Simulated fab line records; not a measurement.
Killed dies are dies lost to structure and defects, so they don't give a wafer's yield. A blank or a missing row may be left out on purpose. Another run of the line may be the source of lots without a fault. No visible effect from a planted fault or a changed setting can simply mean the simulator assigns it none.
fab line records + flow nand_harc + part 1 of 2: steps 1 to 39 of 40
[record]
- lots = 6
- wafers = 16
- last_day = 33
route steps=1302 shown A_STAIRCASE@879 A_SGD_CUT@890 END@1302
lots that met no fault: from a run of the same line without faults
start_h: start of the lot's first displayed wafer, in hours after the record's first day + wait_h: hours since the lot's step before + " repeats the value in the row above + L1.1+2: a single row standing in for several wafers + - no value, or no start was given + * or withheld: withheld + < > ~ a bound
route shown NAME@n: a module of which the file shows steps, and the number in the route of the first + usual: mean and standard deviation over wafers with no fault + same: alike in all rows + chamber/n: place in a boat + sites: readings site by site + _std_site: how widely they spread, as a standard deviation + _edge_site: inner sites' mean taken away from outer sites' mean + radius_mm: for every site, how far away it sits from the centre of the wafer + mask NAME#n: copy n + behind: the last tool/chamber to shape the wafer + hold: why the lot was held/for how many hours/how that ended + device: transistor that didn't switch, given as n, p or np + end of line: tests run on the same wafers once the route is complete + a step given without rows: its recipe and nothing more + killed: count of dies lost to structure and defects at first sort (not the wafer's yield) + map: the dies of a wafer, with x for killed, . for not killed, _ for no die there
set.NAME: the setting the step ran with; set.NAME@STEP: the setting that earlier step ran with + model.NAME: the simulator's own value behind a step, which no gauge read
lots seen at some steps along the route; tables by step, rows by wafer
services: from which hour (start_h, from the record's first day; less than 0 if before it) a tool's chamber was out of use, for how many hours, and why
[[steps]]
[step NHARC_A_STAIRCASE_SRD_154]
[step NHARC_A_STAIRCASE_ETCH_403]
[recipe]
- target_depth_a = 1082
- chemistry = dHF
- material = SiO2
[step NHARC_A_STAIRCASE_ETCHBACK_422]
[recipe]
- target_depth_a = 400
- over_etch_frac = 0.3
- time_s = 74.286
- ion_energy_ev = 120
- ch3f_flow_sccm = 50
- o2_flow_sccm = 30
- ar_flow_sccm = 200
- rf_w = 500
- bias_w = 100
- chemistry = CH3F/O2
[usual]
- chamber_pressure_mTorr = 25.000/0.021
- drypump_motor_current_A = 5.5/0.46
- oes_product_au = 0.96/0.036
- rf_fwd_power_W = 496.1/2.1
- rf_vpp_V = 244.4/1.5
- showerhead_plenum_p_Torr = 2.46/0.095
- throttle_valve_pct = 20.663/0.0099
| lot.wafer | tool        | chamber | start_h | wait_h | chamber_pressure_mTorr | drypump_motor_current_A | oes_product_au | rf_fwd_power_W | rf_hours_counter_h | rf_vpp_V | showerhead_plenum_p_Torr | throttle_valve_pct |
|-----------|-------------|---------|---------|--------|------------------------|-------------------------|----------------|----------------|--------------------|----------|--------------------------|--------------------|
| L136.2    | rie_diel-05 | 3       | 472.79  | 0.1    | 25.033                 | 5.3                     | 1.02           | 496.5          | 19                 | 243.2    | 2.37                     | 20.641             |
| L136.1    | "           | 0       | "       | "      | 25.008                 | 5.2                     | 1.01           | 496.6          | 18                 | 244.7    | 2.50                     | 20.652             |
| L136.3    | "           | 1       | "       | "      | 25.019                 | 6.1                     | 1.01           | 496.7          | 17                 | 242.8    | 2.31                     | 20.672             |
| L138.3    | rie_diel-01 | 2       | 500.08  | 0.2    | 25.022                 | 5.5                     | 0.97           | 497.3          | 40                 | 245.9    | 2.47                     | 20.675             |
| L138.2    | "           | 0       | "       | "      | 24.972                 | 5.5                     | 0.98           | 493.6          | 35                 | 244.0    | 2.49                     | 20.650             |
| L138.5    | "           | 2       | "       | "      | 25.003                 | 5.5                     | 0.97           | 494.2          | -                  | 245.6    | 2.47                     | 20.673             |
| L142.1    | rie_diel-05 | 3       | 544.65  | 0.1    | 25.015                 | 5.3                     | 0.92           | 494.8          | 37                 | 243.9    | 2.36                     | 20.673             |
| L142.4    | "           | 1       | "       | "      | 24.971                 | 6.1                     | 0.93           | 496.2          | 34                 | 242.5    | 2.31                     | 20.656             |
| L142.6    | "           | 0       | "       | "      | 25.029                 | 5.3                     | 0.92           | 495.4          | -                  | 244.7    | 2.49                     | 20.671             |
| L148.4    | rie_diel-05 | 2       | 604.26  | 0.2    | 25.003                 | 4.8                     | 1.00           | 497.8          | 5                  | 244.3    | 2.57                     | 20.654             |
| L148.6    | "           | 0       | "       | "      | 25.038                 | 5.3                     | 1.00           | 496.9          | -                  | 242.7    | 2.49                     | 20.660             |
| L151.3    | rie_diel-10 | 1       | 634.67  | 0.1    | 25.002                 | 6.4                     | 1.01           | 498.2          | 10                 | 243.8    | 2.49                     | 20.673             |
| L151.4    | "           | 0       | "       | "      | 24.995                 | 5.0                     | 1.00           | 498.8          | 12                 | 244.4    | 2.46                     | 20.657             |
| L154.2    | rie_diel-01 | 3       | 634.71  | 0.1    | 25.008                 | 5.8                     | 0.94           | 495.8          | 26                 | 244.8    | 2.47                     | 20.667             |
| L154.4    | "           | 1       | "       | "      | 25.006                 | 6.1                     | 0.93           | 496.6          | 23                 | 245.3    | 2.58                     | 20.657             |
| L154.5    | "           | 3       | "       | "      | 24.987                 | 5.8                     | 0.93           | 495.5          | -                  | 245.9    | 2.47                     | 20.668             |
[step NHARC_A_STAIRCASE_ETCH_423]
[recipe]
- target_depth_a = 300
- chemistry = dHF
- material = SiO2
[step NHARC_A_STAIRCASE_ETCHBACK_157]
[recipe]
- target_depth_a = 900
- over_etch_frac = 0.3
- time_s = 167.14
- ion_energy_ev = 120
- ch3f_flow_sccm = 50
- o2_flow_sccm = 30
- ar_flow_sccm = 200
- rf_w = 500
- bias_w = 100
- chemistry = CH3F/O2
[step NHARC_A_STAIRCASE_STRIP_475]
[recipe]
- time_s = 20
- o2_flow_sccm = 500
- ar_flow_sccm = 0
- bias_w = 0
- chemistry = O2
[usual]
- chamber_pressure_mTorr = 59.99/0.055
- drypump_motor_current_A = 5.7/0.5
- oes_product_au = 1.003/0.0071
- rf_vpp_V = 57.9/0.88
- showerhead_plenum_p_Torr = 3.54/0.12
- throttle_valve_pct = 17.035/0.0094
| lot.wafer | tool        | chamber | start_h | wait_h | chamber_pressure_mTorr | drypump_motor_current_A | oes_product_au | rf_hours_counter_h | rf_vpp_V | showerhead_plenum_p_Torr | throttle_valve_pct |
|-----------|-------------|---------|---------|--------|------------------------|-------------------------|----------------|--------------------|----------|--------------------------|--------------------|
| L136.3    | rie_diel-10 | 0       | -       | -      | 60.01                  | 5.0                     | 1.002          | 12                 | 58.0     | 3.55                     | 17.053             |
| L136.2    | "           | 1       | "       | "      | 59.94                  | 6.4                     | 1.003          | 17                 | 56.4     | 3.59                     | 17.038             |
| L136.1    | "           | 3       | "       | "      | 60.00                  | 5.9                     | 1.007          | 18                 | 57.3     | 3.41                     | 17.042             |
| L138.3    | rie_diel-10 | 0       | -       | -      | 60.00                  | 5.0                     | 0.997          | 21                 | 57.9     | 3.55                     | 17.051             |
| L138.2    | "           | 1       | "       | "      | 59.93                  | 6.4                     | 0.990          | 26                 | 57.9     | 3.59                     | 17.021             |
| L138.5    | "           | 0       | "       | "      | 60.01                  | 5.0                     | 1.001          | -                  | 59.1     | 3.55                     | 17.031             |
| L142.4    | rie_diel-05 | 3       | -       | -      | 59.98                  | 5.3                     | 1.001          | 38                 | 56.6     | 3.39                     | 17.040             |
| L142.1    | "           | 1       | "       | "      | 59.93                  | 6.1                     | 1.008          | 35                 | 58.2     | 3.32                     | 17.040             |
| L142.6    | "           | 3       | "       | "      | 59.98                  | 5.3                     | 1.007          | -                  | 57.3     | 3.39                     | 17.034             |
| L148.4    | rie_diel-05 | 2       | -       | -      | 59.95                  | 4.8                     | 1.003          | 5                  | 58.9     | 3.68                     | 17.044             |
| L148.6    | "           | 3       | "       | "      | 59.96                  | 5.3                     | 0.993          | -                  | 57.7     | 3.38                     | 17.028             |
| L151.4    | rie_diel-10 | 2       | -       | -      | 59.93                  | 5.8                     | 0.998          | 8                  | 56.8     | 3.67                     | 17.034             |
| L151.3    | "           | 3       | "       | "      | 60.13                  | 5.9                     | 0.997          | 10                 | 57.8     | 3.38                     | 17.039             |
| L154.2    | rie_diel-10 | 2       | -       | -      | 60.00                  | 5.8                     | 1.000          | 8                  | 57.8     | 3.67                     | 17.024             |
| L154.4    | "           | 3       | "       | "      | 60.00                  | 5.9                     | 0.997          | 10                 | 56.3     | 3.38                     | 17.028             |
| L154.5    | "           | 0       | "       | "      | 59.91                  | 5.0                     | 0.995          | -                  | 56.1     | 3.52                     | 17.033             |
[step NHARC_A_STAIRCASE_DEP_471]
[recipe]
- target_thk_a = 1000
- temp_c = 400
- pressure_torr = 6.5
- rf_w = 900
- teos_flow_sccm = 161.4
- flow_sccm = 2650
- target_thk_nm = 100
- gas = O2
- material = SiO2
[step NHARC_A_STAIRCASE_CMP_472]
[recipe]
- material = SiO2
[step NHARC_A_STAIRCASE_SRD_474]
[step NHARC_A_STAIRCASE_INSPECT_155]
[usual]
- raw_defect_count = 403/110
| lot.wafer | tool              | chamber | start_h | wait_h | raw_defect_count |
|-----------|-------------------|---------|---------|--------|------------------|
| L136.1    | defect_inspect-01 | -       | 474.04  | 0.1    | 494              |
| L136.2    | "                 | -       | "       | "      | 562              |
| L136.3    | "                 | -       | "       | "      | 491              |
| L138.2    | defect_inspect-01 | -       | 501.42  | 0.1    | 281              |
| L138.3    | "                 | -       | "       | "      | 425              |
| L138.5    | "                 | -       | "       | "      | 306              |
| L142.1    | defect_inspect-01 | -       | 546.21  | 0.1    | 718              |
| L142.4    | "                 | -       | "       | "      | 704              |
| L142.6    | "                 | -       | "       | "      | 659              |
| L148.4    | defect_inspect-02 | -       | 605.50  | 0.1    | 406              |
| L148.6    | "                 | -       | "       | "      | 419              |
| L151.3    | defect_inspect-01 | -       | 635.98  | 0.1    | 563              |
| L151.4    | "                 | -       | "       | "      | 365              |
| L154.2    | defect_inspect-02 | -       | 636.09  | 0.1    | 270              |
| L154.4    | "                 | -       | "       | "      | 520              |
| L154.5    | "                 | -       | "       | "      | 398              |
[step NHARC_A_SGD_CUT_DEP_00]
[recipe]
- target_thk_a = 500
- temp_c = 400
- target_thk_nm = 50
- flow_sccm = 200
- rf_w = 450
- material = SiNx
[usual]
- heater_power_w = 686/67
- rf_fwd_power_W = 448.1/1.4
| lot.wafer | tool     | chamber | start_h | wait_h | heater_power_w | rf_fwd_power_W |
|-----------|----------|---------|---------|--------|----------------|----------------|
| L136.3    | pecvd-04 | 2       | 474.10  | 0.1    | 611            | 447.9          |
| L136.2    | "        | 0       | "       | "      | 807            | 447.4          |
| L136.1    | "        | 1       | "       | "      | 694            | 447.5          |
| L138.3    | pecvd-03 | 2       | 501.51  | 0.1    | 628            | 450.0          |
| L138.2    | "        | 0       | "       | "      | 706            | 449.0          |
| L138.5    | "        | 1       | "       | "      | 732            | 447.6          |
| L142.1    | pecvd-03 | 2       | 546.34  | 0.1    | 634            | 448.2          |
| L142.4    | "        | 0       | "       | "      | 671            | 447.2          |
| L142.6    | "        | 2       | "       | "      | 633            | 447.7          |
| L148.6    | pecvd-03 | 0       | 605.65  | 0.1    | 799            | 447.2          |
| L148.4    | "        | 2       | "       | "      | 692            | 449.8          |
| L151.3    | pecvd-03 | 0       | 636.08  | 0.1    | 787            | 446.0          |
| L151.4    | "        | 1       | "       | "      | 724            | 450.2          |
| L154.2    | pecvd-01 | 2       | 636.15  | 0.1    | 636            | 446.9          |
| L154.5    | "        | 2       | "       | "      | 642            | 450.0          |
| L154.4    | "        | 1       | "       | "      | 829            | 447.4          |
[step NHARC_A_SGD_CUT_DEHYDRATE_01]
[recipe]
- temp_c = 150
- time_s = 120
[step NHARC_A_SGD_CUT_HMDS_02]
[recipe]
- time_s = 30
[step NHARC_A_SGD_CUT_COAT_56]
[recipe]
- temp_c = 260
- time_s = 75
[step NHARC_A_SGD_CUT_COAT_57]
[recipe]
- temp_c = 225
- time_s = 65
[step NHARC_A_SGD_CUT_COAT_03]
[recipe]
- spin_rpm = 1500
- resist_thk_nm = 90
[step NHARC_A_SGD_CUT_SOFTBAKE_04]
[recipe]
- temp_c = 105
- time_s = 55
[step NHARC_A_SGD_CUT_EBR_05]
[step NHARC_A_SGD_CUT_EXPOSE_06]
[recipe]
- na = 1.35
- dose_mj = 85.59
- mask_id = SGD
[step NHARC_A_SGD_CUT_PEB_07]
[recipe]
- peb_temp_c = 100
- peb_time_s = 65
[step NHARC_A_SGD_CUT_DEVELOP_08]
[recipe]
- develop_time_s = 35
- dev_temp_c = 23
[step NHARC_A_SGD_CUT_CD_MEAS_09]
[recipe]
- target_cd_nm = 100
- landing_energy_ev = 500
[usual]
- cd_nm = 100.1/0.43
| lot.wafer | tool      | chamber | start_h | wait_h | cd_nm |
|-----------|-----------|---------|---------|--------|-------|
| L136.1    | cd_sem-02 | 0       | 474.82  | -      | 100.2 |
| L136.2    | "         | 0       | "       | "      | 99.4  |
| L136.3    | "         | 0       | "       | "      | 100.2 |
| L138.2    | cd_sem-03 | 0       | 502.08  | -      | 100.3 |
| L138.3    | "         | 0       | "       | "      | 99.6  |
| L138.5    | "         | 0       | "       | "      | 100.0 |
| L142.1    | cd_sem-01 | 0       | 547.00  | -      | 99.4  |
| L142.4    | "         | 0       | "       | "      | 99.9  |
| L142.6    | "         | 0       | "       | "      | 100.4 |
| L148.4    | cd_sem-02 | 0       | 606.30  | -      | 100.9 |
| L148.6    | "         | 0       | "       | "      | 100.0 |
| L151.3    | cd_sem-01 | 0       | 636.65  | -      | 100.2 |
| L151.4    | "         | 0       | "       | "      | 100.1 |
| L154.2    | cd_sem-03 | 0       | 636.88  | -      | 100.4 |
| L154.4    | "         | 0       | "       | "      | 100.9 |
| L154.5    | "         | 0       | "       | "      | 100.5 |
[step NHARC_A_SGD_CUT_OVL_MEAS_10]
[usual]
- overlay_x_nm = -0.1/1
- overlay_y_nm = 0.4/0.73
| lot.wafer | tool       | chamber | start_h | wait_h | overlay_x_nm | overlay_y_nm |
|-----------|------------|---------|---------|--------|--------------|--------------|
| L136.1    | overlay-02 | -       | 474.91  | -      | -0.5         | 0.1          |
| L136.2    | "          | -       | "       | "      | -0.7         | 0.0          |
| L136.3    | "          | -       | "       | "      | -0.3         | 0.3          |
| L138.2    | overlay-02 | -       | 502.17  | -      | -0.8         | 1.1          |
| L138.3    | "          | -       | "       | "      | -0.7         | 0.2          |
| L138.5    | "          | -       | "       | "      | -0.6         | 0.3          |
| L142.1    | overlay-01 | -       | 547.09  | -      | 0.3          | -0.1         |
| L142.4    | "          | -       | "       | "      | -0.1         | -0.4         |
| L142.6    | "          | -       | "       | "      | 0.1          | -0.4         |
| L148.4    | overlay-01 | -       | 606.38  | -      | -0.6         | -0.8         |
| L148.6    | "          | -       | "       | "      | -0.4         | -0.2         |
| L151.3    | overlay-02 | -       | 636.74  | -      | -0.8         | 1.6          |
| L151.4    | "          | -       | "       | "      | -1.0         | 1.5          |
| L154.2    | overlay-01 | -       | 636.97  | -      | -0.2         | 0.6          |
| L154.4    | "          | -       | "       | "      | -0.7         | 1.0          |
| L154.5    | "          | -       | "       | "      | -0.2         | 1.3          |
[step NHARC_A_SGD_CUT_INSPECT_11]
[usual]
- raw_defect_count = 57/32
| lot.wafer | tool              | chamber | start_h | wait_h | raw_defect_count |
|-----------|-------------------|---------|---------|--------|------------------|
| L136.1    | defect_inspect-02 | -       | 474.95  | 0.0    | 61               |
| L136.2    | "                 | -       | "       | "      | 59               |
| L136.3    | "                 | -       | "       | "      | 65               |
| L138.2    | defect_inspect-02 | -       | 502.20  | 0.0    | 63               |
| L138.3    | "                 | -       | "       | "      | 62               |
| L138.5    | "                 | -       | "       | "      | 73               |
| L142.1    | defect_inspect-01 | -       | 547.12  | 0.0    | 55               |
| L142.4    | "                 | -       | "       | "      | 56               |
| L142.6    | "                 | -       | "       | "      | 50               |
| L148.4    | defect_inspect-01 | -       | 606.42  | 0.0    | 74               |
| L148.6    | "                 | -       | "       | "      | 105              |
| L151.3    | defect_inspect-02 | -       | 636.78  | 0.0    | 79               |
| L151.4    | "                 | -       | "       | "      | 78               |
| L154.2    | defect_inspect-01 | -       | 637.02  | 0.1    | 31               |
| L154.4    | "                 | -       | "       | "      | 29               |
| L154.5    | "                 | -       | "       | "      | 31               |
[step NHARC_A_SGD_CUT_DESCUM_14]
[recipe]
- time_s = 3
- o2_flow_sccm = 200
- ar_flow_sccm = 0
- bias_power_w = 0
- chemistry = O2
[usual]
- chamber_pressure_mTorr = 60.00/0.048
- drypump_motor_current_A = 5.7/0.52
- oes_product_au = 0.999/0.0078
- rf_vpp_V = 57.6/0.93
- showerhead_plenum_p_Torr = 1.90/0.072
- throttle_valve_pct = 11.312/0.01
| lot.wafer | tool        | chamber | start_h | wait_h | chamber_pressure_mTorr | drypump_motor_current_A | oes_product_au | rf_hours_counter_h | rf_vpp_V | showerhead_plenum_p_Torr | throttle_valve_pct |
|-----------|-------------|---------|---------|--------|------------------------|-------------------------|----------------|--------------------|----------|--------------------------|--------------------|
| L136.2    | rie_diel-02 | 0       | 475.01  | 0.1    | 59.96                  | 6.1                     | 0.991          | 3                  | 57.3     | 1.83                     | 11.315             |
| L136.3    | "           | 1       | "       | "      | 60.07                  | 5.4                     | 0.989          | 3                  | 58.6     | 1.99                     | 11.317             |
| L136.1    | "           | 2       | "       | "      | 60.01                  | 5.6                     | 1.005          | 3                  | 58.8     | 2.06                     | 11.314             |
| L138.2    | rie_diel-13 | 0       | 502.26  | 0.1    | 60.01                  | 6.5                     | 1.010          | 10                 | 57.3     | 1.83                     | 11.297             |
| L138.3    | "           | 3       | "       | "      | 60.05                  | 4.9                     | 1.005          | 8                  | 57.0     | 1.80                     | 11.307             |
| L138.5    | "           | 1       | "       | "      | 60.05                  | 5.2                     | 0.998          | -                  | 59.5     | 1.92                     | 11.297             |
| L142.4    | rie_diel-13 | 2       | 547.20  | 0.1    | 59.93                  | 5.7                     | 0.994          | 1                  | 56.4     | 1.86                     | 11.306             |
| L142.1    | "           | 3       | "       | "      | 60.01                  | 4.9                     | 1.003          | 1                  | 56.8     | 1.80                     | 11.305             |
| L142.6    | "           | 0       | "       | "      | 60.02                  | 6.5                     | 1.002          | -                  | 58.6     | 1.82                     | 11.305             |
| L148.4    | rie_diel-12 | 3       | 606.48  | 0.1    | 59.95                  | 6.1                     | 0.981          | 12                 | 57.1     | 1.85                     | 11.317             |
| L148.6    | "           | 3       | "       | "      | 60.05                  | 6.0                     | 1.003          | -                  | 58.7     | 1.85                     | 11.325             |
| L151.4    | rie_diel-13 | 3       | 636.85  | 0.1    | 60.08                  | 4.9                     | 1.004          | 6                  | 56.2     | 1.80                     | 11.319             |
| L151.3    | "           | 0       | "       | "      | 59.99                  | 6.5                     | 0.997          | 7                  | 56.0     | 1.82                     | 11.300             |
| L154.4    | rie_diel-12 | 3       | 637.08  | 0.1    | 59.93                  | 6.0                     | 0.985          | 1                  | 56.5     | 1.85                     | 11.307             |
| L154.2    | "           | 1       | "       | "      | 59.93                  | 5.1                     | 0.999          | 1                  | 58.6     | 1.88                     | 11.304             |
| L154.5    | "           | 3       | "       | "      | 59.99                  | 6.0                     | 1.000          | -                  | 57.0     | 1.85                     | 11.297             |
[step NHARC_A_SGD_CUT_ETCH_58]
[recipe]
- target_depth_a = 390
- over_etch_frac = 0.3
- time_s = 65
- ion_energy_ev = 80
- cf4_flow_sccm = 150
- ar_flow_sccm = 0
- rf_w = 300
- bias_w = 100
- chemistry = CF4
[usual]
- chamber_pressure_mTorr = 50.00/0.048
- drypump_motor_current_A = 5.7/0.51
- oes_product_au = 0.999/0.008
- rf_fwd_power_W = 297.6/0.97
- rf_vpp_V = 151.2/1.1
- showerhead_plenum_p_Torr = 1.76/0.063
- throttle_valve_pct = 13.283/0.0097
| lot.wafer | tool        | chamber | start_h | wait_h | chamber_pressure_mTorr | drypump_motor_current_A | oes_product_au | rf_fwd_power_W | rf_hours_counter_h | rf_vpp_V | showerhead_plenum_p_Torr | throttle_valve_pct |
|-----------|-------------|---------|---------|--------|------------------------|-------------------------|----------------|----------------|--------------------|----------|--------------------------|--------------------|
| L136.2    | rie_diel-02 | 2       | 475.09  | 0.1    | 50.06                  | 5.6                     | 0.985          | 298.8          | 3                  | 154.2    | 1.89                     | 13.296             |
| L136.3    | "           | 3       | "       | "      | 49.99                  | 5.3                     | 0.991          | 298.2          | 3                  | 150.2    | 1.76                     | 13.293             |
| L136.1    | "           | 1       | "       | "      | 49.96                  | 5.4                     | 0.982          | 297.3          | 3                  | 151.6    | 1.84                     | 13.275             |
| L138.2    | rie_diel-13 | 0       | 502.35  | 0.1    | 50.02                  | 6.5                     | 1.000          | 297.8          | 10                 | 148.7    | 1.69                     | 13.274             |
| L138.3    | "           | 1       | "       | "      | 50.04                  | 5.2                     | 0.996          | 298.6          | 9                  | 152.2    | 1.78                     | 13.284             |
| L138.5    | "           | 0       | "       | "      | 50.03                  | 6.5                     | 1.002          | 296.9          | -                  | 151.2    | 1.69                     | 13.279             |
| L142.1    | rie_diel-13 | 2       | 547.27  | 0.1    | 50.02                  | 5.7                     | 0.992          | 297.4          | 1                  | 150.4    | 1.72                     | 13.265             |
| L142.4    | "           | 0       | "       | "      | 50.03                  | 6.5                     | 0.996          | 297.2          | 1                  | 152.0    | 1.69                     | 13.286             |
| L142.6    | "           | 2       | "       | "      | 50.10                  | 5.7                     | 0.992          | 297.4          | -                  | 151.6    | 1.72                     | 13.283             |
| L148.4    | rie_diel-12 | 0       | 606.57  | 0.1    | 50.00                  | 6.4                     | 0.995          | 296.5          | 12                 | 152.3    | 1.82                     | 13.273             |
| L148.6    | "           | 2       | "       | "      | 50.03                  | 5.7                     | 1.006          | 296.5          | -                  | 150.3    | 1.72                     | 13.276             |
| L151.4    | rie_diel-13 | 2       | 636.94  | 0.1    | 49.98                  | 5.7                     | 1.008          | 297.1          | 7                  | 150.0    | 1.72                     | 13.293             |
| L151.3    | "           | 3       | "       | "      | 49.98                  | 4.9                     | 1.013          | 296.8          | 6                  | 148.8    | 1.67                     | 13.272             |
| L154.2    | rie_diel-12 | 0       | 637.17  | 0.1    | 49.96                  | 6.5                     | 0.978          | 297.6          | 1                  | 152.6    | 1.82                     | 13.281             |
| L154.4    | "           | 1       | "       | "      | 50.03                  | 5.2                     | 0.993          | 298.5          | 1                  | 152.1    | 1.74                     | 13.288             |
| L154.5    | "           | 3       | "       | "      | 49.99                  | 6.1                     | 0.994          | 297.0          | -                  | 150.7    | 1.71                     | 13.308             |
[step NHARC_A_SGD_CUT_ETCH_59]
[recipe]
- target_depth_a = 2600
- over_etch_frac = 0.25
- time_s = 406.25
- ion_energy_ev = 200
- n2_flow_sccm = 150
- h2_flow_sccm = 150
- ar_flow_sccm = 0
- rf_w = 400
- bias_w = 150
- chemistry = N2/H2
[step NHARC_A_SGD_CUT_ETCH_15]
[recipe]
- target_depth_a = 750
- time_s = 64.3
- ch3f_flow_sccm = 50
- o2_flow_sccm = 30
- ar_flow_sccm = 200
- rf_w = 500
- bias_w = 100
- chemistry = CH3F/O2
[step NHARC_A_SGD_CUT_ETCH_16]
[recipe]
- target_depth_a = 3105
- time_s = 155.2
- c4f8_flow_sccm = withheld
- o2_flow_sccm = 8
- ar_flow_sccm = withheld
- rf_w = 600
- bias_w = 800
- chemistry = C4F8/O2/Ar
[step NHARC_A_SGD_CUT_STRIP_60]
[recipe]
- c4f8_flow_sccm = withheld
- o2_flow_sccm = 8
- ar_flow_sccm = withheld
- bias_w = 0
- chemistry = C4F8/O2/Ar
[step NHARC_A_SGD_CUT_STRIP_17]
[recipe]
- o2_flow_sccm = 500
- ar_flow_sccm = 0
- bias_w = 0
- chemistry = O2
[usual]
- chamber_pressure_mTorr = 60.00/0.059
- drypump_motor_current_A = 5.7/0.5
- oes_product_au = 0.999/0.0076
- rf_vpp_V = 57.8/0.86
- showerhead_plenum_p_Torr = 3.49/0.13
- throttle_valve_pct = 17.037/0.0096
| lot.wafer | tool        | chamber | start_h | wait_h | chamber_pressure_mTorr | drypump_motor_current_A | oes_product_au | rf_hours_counter_h | rf_vpp_V | showerhead_plenum_p_Torr | throttle_valve_pct |
|-----------|-------------|---------|---------|--------|------------------------|-------------------------|----------------|--------------------|----------|--------------------------|--------------------|
| L136.1    | rie_diel-02 | 2       | -       | -      | 59.98                  | 5.6                     | 1.007          | 3                  | 59.0     | 3.77                     | 17.017             |
| L136.3    | "           | 3       | "       | "      | 60.18                  | 5.3                     | 1.004          | 4                  | 56.9     | 3.52                     | 17.027             |
| L136.2    | "           | 1       | "       | "      | 59.96                  | 5.3                     | 0.995          | 3                  | 58.1     | 3.66                     | 17.028             |
| L138.2    | rie_diel-13 | 3       | -       | -      | 60.11                  | 5.0                     | 0.996          | 8                  | 56.8     | 3.34                     | 17.013             |
| L138.3    | "           | 2       | "       | "      | 59.90                  | 5.7                     | 0.997          | 9                  | 57.2     | 3.43                     | 17.051             |
| L138.5    | "           | 3       | "       | "      | 60.04                  | 5.0                     | 1.011          | -                  | 57.2     | 3.34                     | 17.031             |
| L142.4    | rie_diel-13 | 2       | -       | -      | 60.01                  | 5.7                     | 1.008          | 1                  | 58.5     | 3.43                     | 17.030             |
| L142.1    | "           | 0       | "       | "      | 59.98                  | 6.5                     | 1.000          | 2                  | 57.3     | 3.37                     | 17.059             |
| L142.6    | "           | 3       | "       | "      | 59.95                  | 4.9                     | 1.008          | -                  | 57.8     | 3.34                     | 17.035             |
| L148.4    | rie_diel-12 | 2       | -       | -      | 60.04                  | 5.7                     | 0.991          | 13                 | 57.2     | 3.44                     | 17.044             |
| L148.6    | "           | 2       | "       | "      | 59.94                  | 5.7                     | 0.995          | -                  | 58.1     | 3.44                     | 17.037             |
| L151.4    | rie_diel-13 | 1       | -       | -      | 60.00                  | 5.2                     | 0.997          | 8                  | 56.7     | 3.54                     | 17.044             |
| L151.3    | "           | 3       | "       | "      | 59.96                  | 5.0                     | 1.007          | 7                  | 58.4     | 3.33                     | 17.042             |
| L154.2    | rie_diel-12 | 1       | -       | -      | 59.99                  | 5.1                     | 0.993          | 1                  | 59.0     | 3.48                     | 17.029             |
| L154.4    | "           | 2       | "       | "      | 59.97                  | 5.7                     | 0.986          | 1                  | 57.5     | 3.43                     | 17.036             |
| L154.5    | "           | 2       | "       | "      | 60.00                  | 5.7                     | 0.993          | -                  | 58.3     | 3.43                     | 17.039             |
[step NHARC_A_SGD_CUT_PRECLEAN_18]
[recipe]
- time_s = *
- temp_c = 50
- bath_age_min = 0
- chemistry = SC1
[step NHARC_A_SGD_CUT_SRD_19]
[step NHARC_A_SGD_CUT_DEP_20]
[recipe]
- target_thk_a = 1500
- temp_c = 65
- material = SiO2
[step NHARC_A_SGD_CUT_ANNEAL_27]
[recipe]
- temp_c = 450
- time_s = 1800
[step NHARC_A_SGD_CUT_CMP_21]
[recipe]
- target_thk_nm = 148.19
[step NHARC_A_SGD_CUT_SRD_23]
[step NHARC_A_SGD_CUT_ETCH_26]
[recipe]
- target_depth_a = 458
- chemistry = dHF
- material = SiO2
[step NHARC_A_SGD_CUT_ETCHBACK_24]
[recipe]
- target_depth_a = 500
- over_etch_frac = 0.3
- time_s = 92.857
- ion_energy_ev = 120
- ch3f_flow_sccm = 50
- o2_flow_sccm = 30
- ar_flow_sccm = 200
- rf_w = 500
- bias_w = 100
- chemistry = CH3F/O2
